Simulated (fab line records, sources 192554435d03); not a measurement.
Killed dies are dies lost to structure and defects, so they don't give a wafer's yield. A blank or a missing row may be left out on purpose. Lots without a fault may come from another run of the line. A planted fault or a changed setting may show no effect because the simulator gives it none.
Chamber matching | flow n5_finfet | N5_BEOL_M4_STRIP_66 on rie_diel-05: 4 sister chambers
The step strips in CF4. 8 wafers are shown with their chamber, then 9 later ones without.

WAFERS WITH THEIR CHAMBER
wafer  | chamber | showerhead_plenum_p_Torr (Torr) | drypump_motor_current_A (A)
L076.4 | 1       | 1.80                            | 6.6
L075.2 | 3       | 1.74                            | 6.0
L078.4 | 3       | 1.74                            | 5.9
L079.3 | 2       | 1.84                            | 6.0
L079.5 | 2       | 1.84                            | 6.0
L081.2 | 0       | 1.88                            | 5.7
L081.5 | 1       | 1.79                            | 6.6
L081.6 | 0       | 1.88                            | 5.7

WAFERS WITHOUT THEIR CHAMBER
wafer  | showerhead_plenum_p_Torr (Torr) | drypump_motor_current_A (A)
L082.2 | 1.73                            | 6.0
L082.3 | 1.79                            | 6.6
L082.5 | 1.88                            | 5.7
L086.2 | 1.88                            | 5.7
L086.3 | 1.79                            | 6.6
L086.4 | 1.73                            | 5.9
L093.3 | 1.79                            | 6.6
L093.4 | 1.83                            | 6.0
L093.5 | 1.88                            | 5.7

WHICH CHAMBER EACH WENT THROUGH
wafer  | from the rows above | in truth
L082.2 | 3                   | 3
L082.3 | 1                   | 1
L082.5 | 0                   | 0
L086.2 | 0                   | 0
L086.3 | 1                   | 1
L086.4 | 3                   | 3
L093.3 | 1                   | 1
L093.4 | 2                   | 2
L093.5 | 0                   | 0
Placed correctly: 9 of 9. Can't be placed from these rows: 0. Placed wrongly: 0.
How it was worked out, from the rows above alone: a wafer's distance from a chamber is the root of the sum, over the readings, of the square of ((its reading less the chamber's mean) divided by the reading's scatter). The wafer belongs to the nearest chamber; if the next one is less than 2 further off, it can't be placed. A chamber's mean is the mean of its shown wafers. The scatter: the root of (the sum of the squares of (reading less its chamber's mean) over the shown wafers, divided by (wafers less chambers)).
